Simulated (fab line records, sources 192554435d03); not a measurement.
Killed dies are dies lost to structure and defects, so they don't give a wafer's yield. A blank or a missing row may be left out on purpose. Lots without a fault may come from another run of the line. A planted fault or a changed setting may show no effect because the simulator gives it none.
One fault seen from 2 desks | flow n5_finfet | each desk has only its own numbers; what lay behind them comes last

THE TOOL OWNER'S DESK: epi_rpcvd-01
The tool's own readings at N5_WELL_APT_EPI_41 (deposits Si from SiH4/H2, target thk 50 nm, time 297.7 s): means of the sampled wafers that have a number, for each lot that ran on this tool. A lot is out of limits, marked OUT, if its mean lies more than 4 standard deviations from the usual mean; the brackets give that distance.
Columns: A = throttle_valve_pct at N5_WELL_APT_EPI_41, usual 11.29 %
lot  | first seen here | A
L309 | day 2 10:20     | 11.15
L312 | day 3 04:19     | 11.10
This desk's finding: nothing out of limits on any of the 2 lots.

THE METROLOGY DESK
What the gauges read, lot by lot, whatever tool the lot ran on: means of the sampled wafers that have a number. A lot is out of limits, marked OUT, if its mean lies more than 4 standard deviations from the usual mean; the brackets give that distance. Of its 10 readings 7 are shown: those that lie furthest out on some lot.
Columns: A = DIBL_P at N5_BEOL_M4_RC_MEAS_101, usual 36.2 mV/V; B = IOFF_P at N5_BEOL_M4_RC_MEAS_101, usual 0.21 nA/um; C = ION_P at N5_BEOL_M4_RC_MEAS_101, usual 465 uA/um; D = SS_N at N5_BEOL_M4_RC_MEAS_101, usual 71.5 mV/dec; E = SS_P at N5_BEOL_M4_RC_MEAS_101, usual 73.3 mV/dec; F = VT_N at N5_BEOL_M4_RC_MEAS_101, usual 250 mV; G = VT_P at N5_BEOL_M4_RC_MEAS_101, usual -250 mV
lot  | first seen here | A    | B    | C   | D    | E    | F   | G
L309 | day 9 01:22     | 34.2 | 0.22 | 478 | 71.1 | 72.2 | 248 | -246
L312 | day 9 12:47     | 37.2 | 0.23 | 466 | 71.6 | 73.2 | 247 | -250
L329 | day 13 21:38    | 35.4 | 0.18 | 458 | 71.3 | 73.5 | 250 | -254
This desk's finding: nothing out of limits on any of the 3 lots.

PUT TOGETHER
The tool owner's desk saw nothing out of limits.
The metrology desk saw nothing out of limits.

WHAT THE SIMULATOR HAD PUT IN
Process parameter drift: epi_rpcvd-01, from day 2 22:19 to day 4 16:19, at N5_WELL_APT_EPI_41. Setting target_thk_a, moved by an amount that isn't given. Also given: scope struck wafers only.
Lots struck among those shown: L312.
